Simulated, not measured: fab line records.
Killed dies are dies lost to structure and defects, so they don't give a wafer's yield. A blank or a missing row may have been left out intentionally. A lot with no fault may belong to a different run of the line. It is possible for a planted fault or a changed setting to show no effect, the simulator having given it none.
Chamber matching || flow nand harc || 4 sister chambers for NHARC_A_STAIRCASE_DESCUM_186 on rie diel-02
The step chemistry O2, time 3 s. 8 wafers are shown with their chamber, then 9 later ones without.

WAFERS PAIRED WITH THEIR CHAMBERS
{"wafer": "L081.6", "chamber": 1, "showerhead plenum p Torr (Torr)": 2.07, "rf vpp V (V)": 59.3}
{"wafer": "L085.5", "chamber": 0, "showerhead plenum p Torr (Torr)": 1.84, "rf vpp V (V)": 57.8}
{"wafer": "L089.2", "chamber": 2, "showerhead plenum p Torr (Torr)": 1.92, "rf vpp V (V)": 58.1}
{"wafer": "L089.4", "chamber": 3, "showerhead plenum p Torr (Torr)": 1.78, "rf vpp V (V)": 56.8}
{"wafer": "L089.5", "chamber": 3, "showerhead plenum p Torr (Torr)": 1.78, "rf vpp V (V)": 56.8}
{"wafer": "L089.1", "chamber": 1, "showerhead plenum p Torr (Torr)": 2.06, "rf vpp V (V)": 59.5}
{"wafer": "L089.3", "chamber": 0, "showerhead plenum p Torr (Torr)": 1.83, "rf vpp V (V)": 56.3}
{"wafer": "L089.6", "chamber": 2, "showerhead plenum p Torr (Torr)": 1.92, "rf vpp V (V)": 58.5}

WAFERS WITHOUT THEIR CHAMBER
{"wafer": "L093.1", "showerhead plenum p Torr (Torr)": 1.83, "rf vpp V (V)": 56.8}
{"wafer": "L093.2", "showerhead plenum p Torr (Torr)": 2.06, "rf vpp V (V)": 58.1}
{"wafer": "L093.6", "showerhead plenum p Torr (Torr)": 1.92, "rf vpp V (V)": 58.0}
{"wafer": "L094.2", "showerhead plenum p Torr (Torr)": 1.92, "rf vpp V (V)": 57.3}
{"wafer": "L094.3", "showerhead plenum p Torr (Torr)": 1.78, "rf vpp V (V)": 57.4}
{"wafer": "L094.6", "showerhead plenum p Torr (Torr)": 1.92, "rf vpp V (V)": 58.0}
{"wafer": "L097.1", "showerhead plenum p Torr (Torr)": 1.83, "rf vpp V (V)": 56.3}
{"wafer": "L097.5", "showerhead plenum p Torr (Torr)": 1.92, "rf vpp V (V)": 58.1}
{"wafer": "L097.6", "showerhead plenum p Torr (Torr)": 1.77, "rf vpp V (V)": 57.1}

THE CHAMBER EACH PASSED THROUGH
{"wafer": "L093.1", "from the rows above": 0, "in truth": 0}
{"wafer": "L093.2", "from the rows above": 1, "in truth": 1}
{"wafer": "L093.6", "from the rows above": 2, "in truth": 2}
{"wafer": "L094.2", "from the rows above": 2, "in truth": 2}
{"wafer": "L094.3", "from the rows above": 3, "in truth": 3}
{"wafer": "L094.6", "from the rows above": 2, "in truth": 2}
{"wafer": "L097.1", "from the rows above": 0, "in truth": 0}
{"wafer": "L097.5", "from the rows above": 2, "in truth": 2}
{"wafer": "L097.6", "from the rows above": 3, "in truth": 3}
Correctly placed: 9 of 9. Number that these rows cannot place: 0. Wrongly placed: 0.
How it was worked out, from the rows above alone: a wafer's distance from a chamber is the root of the sum, over the readings, of the square of ((its reading less the chamber's mean) divided by the reading's scatter). If the next closest chamber is less than 2 further off than the closest, the wafer can't be placed; otherwise it belongs to the closest. A chamber's mean is the mean of its shown wafers. The scatter: take each reading less its chamber's mean, square it, sum over the shown wafers, divide by the number of wafers less the number of chambers, and take the root.
